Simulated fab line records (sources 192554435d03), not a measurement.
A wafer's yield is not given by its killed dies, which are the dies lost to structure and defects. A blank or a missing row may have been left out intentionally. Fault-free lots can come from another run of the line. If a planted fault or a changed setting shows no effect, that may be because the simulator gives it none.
8D (eight disciplines) problem report, filled in by code    flow n5_finfet    the parts of the form that need people (team, actions taken, sign-off) are left out

== 1. WHAT IS WRONG ==
spin_speed_rpm at N5_FIN_SAQP_COAT_10 reads a mean of 1590.2 rpm on 6 wafers of 2 lots; wafers without a fault read 1499.9 rpm with a standard deviation of 0.91. So: +99 or more standard deviations from the usual mean.
The step: resist thk 90 nm.
Seen first at day 3 10:07 on litho_track-05, wafer L589.3. Wafers with a number at this step in the record: 27, from 9 lots. Rule for "out", or "out of limits": more than 4 standard deviations from the usual mean. The rest of the wafers with a number are treated as sound.

== 2. WHAT IT IS AND WHAT IT IS NOT ==
question                     is                      is not
which readings at this step  spin_speed_rpm          -
which lots                   L589, L590              L583, L584, L588, L597, L603, L605, L606
which wafers of those lots   all that have a number  -
read on which tools          litho_track-05          litho_track-04
when                         from day 3 10:07        up to then (9 sound wafers); but 12 sound wafers of L597, L603, L605, L606 came after

== 3. SUSPECTS, AND WHAT RULES EACH OUT ==
Counting: any tool at a process step up to the reading is kept as a suspect provided that every lot that is out went through it and no sound lot did after the first of them.
- litho_track-05 at N5_FIN_SAQP_COAT_10 (resist thk 90 nm): ruled out as a lasting fault. The sound lots L603, L605, L606 went through it after L589, its earliest lot that is out (day 3 10:07).
Left after counting: nothing in the record.

== 4. THE CAUSE (what the simulator had put in) ==
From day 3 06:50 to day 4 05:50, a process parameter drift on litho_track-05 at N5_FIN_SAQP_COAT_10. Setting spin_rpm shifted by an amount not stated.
Counting ruled it out, wrongly.

== 5. THE CHAIN OF EFFECTS, in route order ==
Each row: a reading where the mean over the struck wafers with a number is more than 3 standard deviations away from the usual. Scope: only readings with a usual standard deviation given in the record; hours: median across lots of the time from each lot's start at the first step in this table that gives one to its start at this step; sigmas: change in usual standard deviations.
hours  step                 reading         usual       on struck wafers  change  sigmas
0      N5_FIN_SAQP_COAT_10  spin_speed_rpm  1499.9 rpm  1590.2            +90.3   +99 or more
Its process steps:
- N5_FIN_SAQP_COAT_10: resist thk 90 nm.
Later measuring or inspecting steps at which every struck wafer that the step has a row for has a number for every such reading, and none has moved that far: N5_BEOL_M4_RC_MEAS_101.

== 6. HOW IT WOULD HAVE BEEN CAUGHT EARLIER ==
In this record the first reading out of limits was taken at day 3 10:07, 3 hours after the fault began at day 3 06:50.
